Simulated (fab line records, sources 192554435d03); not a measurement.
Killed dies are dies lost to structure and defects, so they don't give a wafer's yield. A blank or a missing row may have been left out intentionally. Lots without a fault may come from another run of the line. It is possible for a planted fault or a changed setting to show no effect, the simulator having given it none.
fab line records	flow n5Finfet	part 1 of 2: steps 1 to 4 of 6
[record] lots = 23	wafers = 69	lastDay = 17
route steps=1938 shown BEOL_M2@884 BEOL_M3@954
lots that met no fault: from a run of the same line without faults
startH: start of the lot's first displayed wafer, in hours after the record's first day	waitH: hours from the lot's prior step to this one	" unchanged from the row above	L1.1+2: one row covering several wafers at once	- either no value or no given start	* or withheld: withheld	< > ~ a bound
route shown NAME@n: a module of which the file shows steps, and the number in the route of the first	usual: mean and standard deviation over wafers with no fault	same: alike in all rows	chamber/n: place in a boat	sites: per-site readings	_std_site: the standard deviation of these	_edge_site: mean of outer sites minus mean of inner sites	radiusMm: for every site, how far away it sits from the centre of the wafer	mask NAME#n: copy n	behind: the last tool/chamber to shape the wafer	hold: cause of the lot's hold/its duration in hours/its outcome	device: the n, p or np transistor that did not switch	end of line: the same wafers' tests at the end of the route	step lacking rows: just its recipe	killed: the dies lost at the first sort to structure and to defects; this is not the yield of the wafer	map: the dies of a wafer, with x for killed, . for not killed, _ for no die there
set.NAME: the run value of the setting; set.NAME@STEP: its run value at that earlier step	model.NAME: the simulator's own value behind a step, which no gauge read
steps of the route over a sample of lots; a table a step, a row a wafer
services: the hour from which a tool's chamber was out of use, counted from the record's first day as startH (under 0 if before that day), plus the number of hours and why
[[steps]]
[step N5_BEOL_M2_ETCH_70]
[recipe] chemistry = N2/H2	target = SOC	targetDepthA = 800	overetchA = 240	maskMaterial = SiARC	tempC = 40	timeS = 130	ionEnergyEv = 200	pressureMtorr = 30	sourceW = 840	biasW = 150	n2FlowSccm = 200	h2FlowSccm = 200
[usual] chamberPressureMTorr = 29.999/0.027	drypumpMotorCurrentA = 5.8/0.46	h2FlowSccm = 200.1/0.67	oesProductAu = 0.60/0.053	rfVppV = 523.8/2.7	showerheadPlenumPTorr = 2.54/0.097	throttleValvePct = 17.72/0.24
lot.wafer	tool	chamber	startH	waitH	chamberPressureMTorr	drypumpMotorCurrentA	h2FlowSccm	oesProductAu	rfHoursCounterH	rfVppV	showerheadPlenumPTorr	throttleValvePct
L074.1	rieDiel-02	3	143.71	0.0	29.991	5.3	199.1	0.61	60	524.4	2.59	17.79
L074.4	"	2	"	"	29.987	5.6	200.5	0.67	29	528.3	2.70	17.79
L074.5	"	0	"	"	30.032	6.8	199.7	0.52	-	520.1	2.41	17.51
L075.3	rieDiel-05	2	143.98	0.0	29.992	5.8	199.5	0.51	245	522.8	2.51	17.95
L075.4	"	3	"	"	29.995	5.7	200.6	0.66	15	523.4	2.50	18.01
L075.6	"	0	"	"	29.969	5.7	199.9	0.59	-	526.4	2.66	17.79
L076.3	rieDiel-02	1	150.46	0.0	29.986	5.9	199.5	0.54	180	520.7	2.41	17.73
L076.4	"	0	"	"	30.030	6.8	199.4	0.52	-	520.4	2.40	17.53
L076.6	"	3	"	"	29.984	5.3	199.2	0.61	-	525.5	2.58	17.78
L077.4	rieDiel-05	1	150.50	0.0	30.015	5.9	200.3	0.62	55	525.2	2.58	17.36
L077.5	"	3	"	"	29.956	5.6	200.3	0.67	-	522.1	2.50	18.00
L077.6	"	2	"	"	29.992	5.8	200.3	0.52	-	522.2	2.51	17.95
L078.2	rieDiel-05	2	158.14	0.0	29.963	5.8	200.1	0.52	249	522.7	2.51	17.94
L078.4	"	0	"	"	29.981	5.7	201.7	0.58	116	526.4	2.66	17.80
L078.5	"	0	"	"	30.021	5.7	201.4	0.59	-	527.8	2.66	17.79
L079.2	rieDiel-05	3	165.98	0.0	29.973	5.7	200.4	0.66	23	521.7	2.50	18.02
L079.3	"	0	"	"	29.993	5.7	200.6	0.58	120	528.0	2.66	17.79
L079.5	"	3	"	"	30.029	5.7	201.0	0.65	-	521.3	2.50	18.03
L080.1	rieDiel-05	0	175.08	0.0	29.968	5.7	201.1	0.58	124	526.5	2.66	17.80
L080.4	"	0	"	"	30.021	5.7	200.8	0.58	-	528.9	2.66	17.81
L080.6	"	3	"	"	30.028	5.7	199.7	0.65	-	522.1	2.49	18.02
L081.1	rieDiel-04	1	178.35	0.0	30.024	5.8	199.7	0.61	79	522.3	2.48	17.95
L081.3	"	3	"	"	29.985	5.0	199.2	0.62	61	525.2	2.58	17.81
L081.6	"	1	"	"	30.020	5.8	200.0	0.60	-	521.7	2.48	17.95
L082.2	rieDiel-04	3	187.25	0.0	30.020	5.0	200.8	0.61	65	523.4	2.58	17.82
L082.3	"	1	"	"	30.019	5.8	199.4	0.60	83	523.5	2.48	17.96
L082.5	"	3	"	"	29.981	5.0	201.3	0.61	-	524.9	2.58	17.81
L083.1	rieDiel-02	0	191.08	0.0	29.978	6.8	200.9	0.51	243	520.8	2.40	17.52
L083.4	"	2	"	"	30.004	5.6	200.3	0.66	44	527.8	2.69	17.83
L083.5	"	0	"	"	29.999	6.8	201.3	0.51	-	521.0	2.40	17.53
L084.2	rieDiel-04	2	201.82	0.0	29.956	6.0	201.0	0.63	51	525.3	2.58	17.45
L084.4	"	0	"	"	29.962	5.0	200.8	0.52	227	521.2	2.41	17.91
L084.6	"	1	"	"	29.998	5.8	199.9	0.60	-	521.6	2.48	17.96
L085.2	rieDiel-04	2	205.17	0.0	29.974	6.0	200.4	0.64	52	525.9	2.58	17.44
L085.3	"	1	"	"	29.968	5.8	199.7	0.59	86	521.6	2.47	17.95
L085.4	"	3	"	"	30.033	5.0	199.5	0.61	72	524.1	2.58	17.82
L086.1	rieDiel-02	1	215.62	0.0	29.989	6.0	199.1	0.52	203	519.9	2.40	17.77
L086.3	"	2	"	"	30.001	5.6	200.3	0.65	53	526.5	2.69	17.83
L086.5	"	0	"	"	30.014	6.8	198.4	0.50	-	520.8	2.40	17.54
L088.1	rieDiel-02	3	219.31	0.0	29.973	5.3	199.9	0.60	86	524.9	2.57	17.83
L088.2	"	2	"	"	30.001	5.6	201.2	0.64	55	528.1	2.69	17.84
L088.5	"	1	"	"	29.985	6.0	199.7	0.52	-	520.4	2.40	17.77
L087.2	rieDiel-04	1	219.35	0.0	29.979	5.8	199.2	0.60	91	521.2	2.47	17.97
L087.4	"	3	"	"	30.046	5.0	199.8	0.61	77	524.3	2.57	17.83
L087.5	"	2	"	"	30.032	6.0	200.3	0.63	-	524.6	2.58	17.44
L089.3	rieDiel-02	1	234.70	0.0	29.996	6.0	200.7	0.52	212	521.0	2.40	17.79
L089.4	"	3	"	"	30.013	5.3	200.6	0.59	-	525.4	2.57	17.85
L089.5	"	2	"	"	30.049	5.6	201.1	0.63	-	526.1	2.68	17.86
L090.3	rieDiel-05	3	234.84	0.0	29.955	5.6	200.6	0.62	51	521.6	2.48	18.07
L090.4	"	2	"	"	29.977	5.8	201.2	0.67	18	522.2	2.50	17.52
L090.5	"	2	"	"	29.974	5.8	200.9	0.67	-	522.2	2.50	17.53
L091.1	rieDiel-02	3	244.25	0.0	29.992	5.3	199.1	0.58	97	524.7	2.57	17.86
L091.2	"	0	"	"	30.023	6.8	199.8	0.72	3	526.8	2.71	17.15
L091.4	"	1	"	"	29.996	5.9	200.6	0.52	216	518.8	2.40	17.81
L092.2	rieDiel-02	3	249.54	0.0	30.000	5.3	199.3	0.58	99	524.3	2.57	17.87
L092.4	"	1	"	"	30.022	5.8	200.2	0.51	218	519.2	2.40	17.79
L092.5	"	0	"	"	29.997	6.8	200.6	0.70	-	528.4	2.71	17.16
L093.1	rieDiel-02	2	252.39	0.0	30.025	5.6	199.8	0.63	70	528.4	2.68	17.85
L093.4	"	1	"	"	30.018	5.9	201.1	0.51	220	521.3	2.40	17.82
L093.5	"	0	"	"	30.024	6.8	199.7	0.69	-	528.9	2.71	17.14
L094.1	rieDiel-04	3	257.22	0.0	29.975	5.0	199.8	0.60	87	524.9	2.57	17.85
L094.2	"	2	"	"	29.991	6.0	200.2	0.62	70	523.9	2.58	17.47
L094.3	"	0	"	"	30.014	5.0	198.4	0.52	245	519.6	2.41	17.95
L095.2	rieDiel-05	2	267.87	0.0	29.987	5.8	199.6	0.65	31	521.8	2.49	17.55
L095.4	"	3	"	"	29.934	5.7	200.0	0.61	62	521.2	2.48	18.07
L095.6	"	1	"	"	29.871	6.0	199.3	0.59	-	524.2	2.56	17.45
L097.4	rieDiel-04	1	285.66	0.0	29.997	5.8	200.0	0.57	-	520.5	2.46	17.99
L097.5	"	3	"	"	29.975	5.0	200.6	0.58	-	525.9	2.57	17.88
L097.6	"	2	"	"	29.996	6.0	199.5	0.61	-	526.1	2.57	17.51
[step N5_BEOL_M2_VIA_ETCH_34]
[recipe] chemistry = C4F6/O2	targetDepthA = 694	maskMaterial = SOC	pressureMtorr = 15	ionEnergyEv = 250	taperDeg = 4	timeS = 65.9	sourceW = 350	biasW = 170	Ar_flow_sccm = 300	C4F6_flow_sccm = 10	O2_flow_sccm = 10
[usual] chamberPressureMTorr = 14.999/0.013	drypumpMotorCurrentA = 5.8/0.46	oesProductAu = 0.81/0.077	rfVppV = 668/6.5	showerheadPlenumPTorr = 2.84/0.1	throttleValvePct = 30.64/0.25
lot.wafer	tool	chamber	startH	waitH	chamberPressureMTorr	drypumpMotorCurrentA	oesProductAu	rfHoursCounterH	rfVppV	showerheadPlenumPTorr	throttleValvePct
L074.1	rieDiel-02	3	143.81	0.0	14.979	5.3	0.84	60	675	2.89	30.74
L074.4	"	2	"	"	15.004	5.6	0.93	29	674	3.02	30.92
L074.5	"	0	"	"	14.996	6.8	0.69	-	671	2.69	30.30
L075.3	rieDiel-05	2	144.08	0.0	14.996	5.8	0.69	245	658	2.80	30.81
L075.4	"	3	"	"	14.973	5.6	0.91	15	666	2.78	30.88
L075.6	"	0	"	"	15.001	5.7	0.79	-	674	2.98	30.82
L076.3	rieDiel-02	1	150.57	0.0	15.028	5.9	0.73	180	661	2.72	30.76
L076.4	"	0	"	"	14.996	6.8	0.69	-	669	2.69	30.30
L076.6	"	3	"	"	15.006	5.3	0.84	-	674	2.89	30.73
L077.4	rieDiel-05	1	150.60	0.0	14.997	5.9	0.85	55	662	2.87	30.24
L077.5	"	3	"	"	14.995	5.7	0.91	-	666	2.78	30.88
L077.6	"	2	"	"	14.990	5.9	0.70	-	659	2.80	30.82
L078.2	rieDiel-05	2	158.24	0.0	15.019	5.8	0.70	249	658	2.80	30.82
L078.4	"	0	"	"	15.006	5.7	0.79	116	674	2.97	30.86
L078.5	"	0	"	"	15.013	5.7	0.79	-	672	2.97	30.85
L079.2	rieDiel-05	3	166.09	0.0	14.996	5.7	0.89	23	666	2.78	30.89
L079.3	"	0	"	"	15.008	5.7	0.78	120	672	2.97	30.85
L079.5	"	3	"	"	15.011	5.7	0.88	-	666	2.78	30.87
L080.1	rieDiel-05	0	175.18	0.0	14.998	5.7	0.77	124	674	2.97	30.86
L080.4	"	0	"	"	15.005	5.7	0.77	-	673	2.97	30.85
L080.6	"	3	"	"	15.010	5.6	0.89	-	665	2.77	30.88
L081.1	rieDiel-04	1	178.45	0.0	14.986	5.9	0.82	79	668	2.76	30.77
L081.3	"	3	"	"	14.997	5.0	0.85	61	656	2.87	30.65
L081.6	"	1	"	"	14.992	5.8	0.82	-	667	2.76	30.77
L082.2	rieDiel-04	3	187.35	0.0	15.009	5.0	0.85	65	656	2.87	30.66
L082.3	"	1	"	"	14.986	5.9	0.81	83	669	2.76	30.77
L082.5	"	3	"	"	15.000	5.0	0.84	-	658	2.87	30.65
L083.1	rieDiel-02	0	191.18	0.0	14.985	6.8	0.67	244	672	2.69	30.32
L083.4	"	2	"	"	15.001	5.7	0.91	44	673	3.01	30.94
L083.5	"	0	"	"	15.006	6.8	0.68	-	669	2.69	30.32
L084.2	rieDiel-04	2	201.93	0.0	15.022	6.0	0.87	51	667	2.87	30.28
L084.4	"	0	"	"	14.999	5.1	0.70	227	661	2.69	30.63
L084.6	"	1	"	"	15.018	5.9	0.81	-	667	2.76	30.78
L085.2	rieDiel-04	2	205.28	0.0	14.997	6.0	0.87	52	668	2.87	30.30
L085.3	"	1	"	"	14.994	5.9	0.81	86	668	2.76	30.79
L085.4	"	3	"	"	14.993	5.0	0.84	72	655	2.86	30.67
L086.1	rieDiel-02	1	215.72	0.0	14.996	5.9	0.71	203	662	2.71	30.79
L086.3	"	2	"	"	14.995	5.6	0.89	53	674	3.01	30.93
L086.5	"	0	"	"	15.020	6.8	0.66	-	670	2.68	30.31
L088.1	rieDiel-02	3	219.42	0.0	15.011	5.3	0.81	86	674	2.88	30.78
L088.2	"	2	"	"	15.003	5.6	0.88	55	673	3.01	30.95
L088.5	"	1	"	"	15.005	5.9	0.71	-	660	2.71	30.80
L087.2	rieDiel-04	1	219.46	0.0	15.006	5.8	0.81	91	667	2.75	30.78
L087.4	"	3	"	"	15.009	5.0	0.84	77	656	2.86	30.68
L087.5	"	2	"	"	14.992	6.0	0.87	-	667	2.87	30.31
L089.3	rieDiel-02	1	234.81	0.0	14.987	5.9	0.70	212	661	2.71	30.79
L089.4	"	3	"	"	15.002	5.3	0.80	-	675	2.87	30.76
L089.5	"	2	"	"	14.995	5.6	0.88	-	674	3.00	30.96
L090.3	rieDiel-05	3	234.95	0.0	14.968	5.7	0.85	51	665	2.76	30.91
L090.4	"	2	"	"	14.960	5.8	0.90	18	668	2.79	30.52
L090.5	"	2	"	"	14.995	5.8	0.91	-	668	2.79	30.55
L091.1	rieDiel-02	3	244.35	0.0	14.995	5.3	0.80	98	674	2.87	30.77
L091.2	"	0	"	"	15.000	6.8	0.97	3	681	3.02	30.17
L091.4	"	1	"	"	14.993	6.0	0.70	216	660	2.71	30.80
L092.2	rieDiel-02	3	249.65	0.0	15.011	5.3	0.78	99	674	2.87	30.77
L092.4	"	1	"	"	15.000	5.9	0.70	219	660	2.71	30.80
L092.5	"	0	"	"	15.037	6.8	0.95	-	682	3.02	30.17
L093.1	rieDiel-02	2	252.49	0.0	14.995	5.6	0.86	70	674	3.00	30.95
L093.4	"	1	"	"	15.010	5.9	0.70	220	661	2.71	30.81
L093.5	"	0	"	"	15.012	6.8	0.95	-	681	3.02	30.17
L094.1	rieDiel-04	3	257.33	0.0	15.000	5.0	0.83	87	657	2.86	30.70
L094.2	"	2	"	"	15.009	6.0	0.86	70	667	2.87	30.31
L094.3	"	0	"	"	14.990	5.1	0.69	245	661	2.68	30.65
L095.2	rieDiel-05	2	267.97	0.0	15.008	5.8	0.88	31	668	2.79	30.53
L095.4	"	3	"	"	15.006	5.7	0.83	62	666	2.76	30.92
L095.6	"	1	"	"	14.996	5.9	0.79	-	663	2.85	30.26
L097.4	rieDiel-04	1	285.75	0.0	15.017	5.8	0.79	-	669	2.74	30.81
L097.5	"	3	"	"	14.984	5.0	0.81	-	657	2.85	30.71
L097.6	"	2	"	"	14.966	6.0	0.84	-	665	2.86	30.33
[step N5_BEOL_M2_SPUTTER_86]
[recipe] material = Cu	targetThkA = 45	tempC = -20	chamberPressurePa = 0.07	powerW = withheld	timeS = 8.29
[usual] chuckGasFlowSccm = 1.26/0.048	throttleValvePct = 30.3/0.99
lot.wafer	tool	chamber	startH	waitH	chuckGasFlowSccm	throttleValvePct
L074.1	pvdSputter-03	-	146.08	0.1	1.27	29.5
L074.4	"	-	"	"	1.29	30.1
L074.5	"	-	"	"	1.26	29.5
L075.3	pvdSputter-02	-	146.45	0.1	1.30	31.5
L075.4	"	-	"	"	1.31	31.6
L075.6	"	-	"	"	1.28	31.9
L076.3	pvdSputter-01	-	152.75	0.1	1.31	29.9
L076.4	"	-	"	"	1.26	31.2
L076.6	"	-	"	"	1.36	30.3
L077.4	pvdSputter-02	-	153.23	0.1	1.25	31.6
L077.5	"	-	"	"	1.19	31.4
L077.6	"	-	"	"	1.23	31.4
L078.2	pvdSputter-03	-	160.31	0.1	1.38	30.5
L078.4	"	-	"	"	1.24	29.3
L078.5	"	-	"	"	1.22	27.9
L079.2	pvdSputter-01	-	170.16	0.1	1.31	30.0
L079.3	"	-	"	"	1.30	30.0
L079.5	"	-	"	"	1.31	31.3
L080.1	pvdSputter-01	-	177.61	0.1	1.14	29.8
L080.4	"	-	"	"	1.29	30.1
L080.6	"	-	"	"	1.22	29.9
L081.1	pvdSputter-02	-	180.72	0.1	1.19	31.6
L081.3	"	-	"	"	1.30	31.1
L081.6	"	-	"	"	1.27	31.0
L082.2	pvdSputter-01	-	190.97	0.1	1.21	29.5
L082.3	"	-	"	"	1.27	31.4
L082.5	"	-	"	"	1.31	29.9
L083.1	pvdSputter-01	-	193.18	0.1	1.28	30.1
L083.4	"	-	"	"	1.19	29.7
L083.5	"	-	"	"	1.20	29.6
L084.2	pvdSputter-02	-	204.25	0.1	1.26	31.6
L084.4	"	-	"	"	1.29	31.2
L084.6	"	-	"	"	1.28	31.3
L085.2	pvdSputter-02	-	207.37	0.1	1.29	31.3
L085.3	"	-	"	"	1.24	31.6
L085.4	"	-	"	"	1.28	30.0
L086.1	pvdSputter-02	-	218.43	0.1	1.20	31.5
L086.3	"	-	"	"	1.23	31.4
L086.5	"	-	"	"	1.22	31.3
L088.1	pvdSputter-03	-	221.91	0.1	1.17	29.5
L088.2	"	-	"	"	1.20	28.1
L088.5	"	-	"	"	1.24	29.1
L087.2	pvdSputter-01	-	223.06	0.1	1.30	30.5
L087.4	"	-	"	"	1.24	31.3
L087.5	"	-	"	"	1.24	29.7
L089.3	pvdSputter-03	-	236.95	0.1	1.27	29.7
L089.4	"	-	"	"	1.30	27.7
L089.5	"	-	"	"	1.27	29.7
L090.3	pvdSputter-02	-	237.01	0.1	1.15	30.1
L090.4	"	-	"	"	1.32	31.7
L090.5	"	-	"	"	1.24	31.2
L091.1	pvdSputter-03	-	247.75	0.1	1.40	30.4
L091.2	"	-	"	"	1.36	27.9
L091.4	"	-	"	"	1.24	29.4
L092.2	pvdSputter-03	-	251.83	0.1	1.29	29.4
L092.4	"	-	"	"	1.29	30.1
L092.5	"	-	"	"	1.26	29.5
L093.1	pvdSputter-02	-	254.37	0.1	1.24	31.2
L093.4	"	-	"	"	1.23	31.8
L093.5	"	-	"	"	1.28	31.5
L094.1	pvdSputter-02	-	260.71	0.1	1.27	31.2
L094.2	"	-	"	"	1.21	31.8
L094.3	"	-	"	"	1.35	29.9
L095.2	pvdSputter-03	-	270.47	0.1	1.23	29.1
L095.4	"	-	"	"	1.38	30.1
L095.6	"	-	"	"	1.36	30.1
L097.4	pvdSputter-01	-	288.14	0.1	1.31	29.9
L097.5	"	-	"	"	1.19	29.6
L097.6	"	-	"	"	1.26	29.6
[step N5_BEOL_M2_SPUTTER_88]
[recipe] material = Cu	targetThkA = 45	tempC = -20	chamberPressurePa = 0.07	powerW = withheld	timeS = 8.29
[usual] chuckGasFlowSccm = 1.26/0.055	throttleValvePct = 30.3/0.97
lot.wafer	tool	chamber	startH	waitH	chuckGasFlowSccm	throttleValvePct
L074.1	pvdSputter-03	-	146.30	0.1	1.25	29.1
L074.4	"	-	"	"	1.36	30.2
L074.5	"	-	"	"	1.30	29.3
L075.3	pvdSputter-02	-	146.67	0.1	1.24	31.3
L075.4	"	-	"	"	1.28	31.5
L075.6	"	-	"	"	1.24	31.6
L076.3	pvdSputter-01	-	152.97	0.1	1.29	29.9
L076.4	"	-	"	"	1.32	30.9
L076.6	"	-	"	"	1.20	30.4
L077.4	pvdSputter-02	-	153.45	0.1	1.27	31.5
L077.5	"	-	"	"	1.29	31.3
L077.6	"	-	"	"	1.30	31.2
L078.2	pvdSputter-03	-	160.53	0.1	1.24	30.2
L078.4	"	-	"	"	1.20	29.3
L078.5	"	-	"	"	1.19	27.7
L079.2	pvdSputter-01	-	170.38	0.1	1.22	29.8
L079.3	"	-	"	"	1.26	30.2
L079.5	"	-	"	"	1.16	31.2
L080.1	pvdSputter-01	-	177.83	0.1	1.29	29.7
L080.4	"	-	"	"	1.31	30.1
L080.6	"	-	"	"	1.25	30.1
L081.1	pvdSputter-02	-	180.94	0.1	1.23	31.7
L081.3	"	-	"	"	1.26	31.1
L081.6	"	-	"	"	1.20	31.2
L082.2	pvdSputter-01	-	191.19	0.1	1.21	29.8
L082.3	"	-	"	"	1.28	31.3
L082.5	"	-	"	"	1.20	30.0
L083.1	pvdSputter-01	-	193.40	0.1	1.29	30.0
L083.4	"	-	"	"	1.22	29.9
L083.5	"	-	"	"	1.26	29.7
L084.2	pvdSputter-02	-	204.47	0.1	1.30	31.6
L084.4	"	-	"	"	1.17	31.1
L084.6	"	-	"	"	1.22	31.3
L085.2	pvdSputter-02	-	207.59	0.1	1.27	31.1
L085.3	"	-	"	"	1.24	31.7
L085.4	"	-	"	"	1.24	29.9
L086.1	pvdSputter-02	-	218.65	0.1	1.15	31.6
L086.3	"	-	"	"	1.23	31.3
L086.5	"	-	"	"	1.19	31.4
L088.1	pvdSputter-03	-	222.13	0.1	1.28	29.4
L088.2	"	-	"	"	1.24	27.8
L088.5	"	-	"	"	1.16	29.2
L087.2	pvdSputter-01	-	223.28	0.1	1.16	30.3
L087.4	"	-	"	"	1.31	31.1
L087.5	"	-	"	"	1.26	29.6
L089.3	pvdSputter-03	-	237.17	0.1	1.32	29.4
L089.4	"	-	"	"	1.28	27.7
L089.5	"	-	"	"	1.32	29.7
L090.3	pvdSputter-02	-	237.23	0.1	1.30	30.1
L090.4	"	-	"	"	1.26	32.0
L090.5	"	-	"	"	1.19	31.3
L091.1	pvdSputter-03	-	247.97	0.1	1.30	30.4
L091.2	"	-	"	"	1.39	27.9
L091.4	"	-	"	"	1.28	29.1
L092.2	pvdSputter-03	-	252.05	0.1	1.19	29.3
L092.4	"	-	"	"	1.34	30.2
L092.5	"	-	"	"	1.33	29.5
L093.1	pvdSputter-02	-	254.59	0.1	1.29	31.3
L093.4	"	-	"	"	1.28	31.5
L093.5	"	-	"	"	1.21	31.3
L094.1	pvdSputter-02	-	260.93	0.1	1.28	31.4
L094.2	"	-	"	"	1.24	31.7
L094.3	"	-	"	"	1.30	30.0
L095.2	pvdSputter-03	-	270.69	0.1	1.34	29.4
L095.4	"	-	"	"	1.38	30.4
L095.6	"	-	"	"	1.32	30.3
L097.4	pvdSputter-01	-	288.36	0.1	1.24	30.0
L097.5	"	-	"	"	1.29	29.9
L097.6	"	-	"	"	1.27	29.5
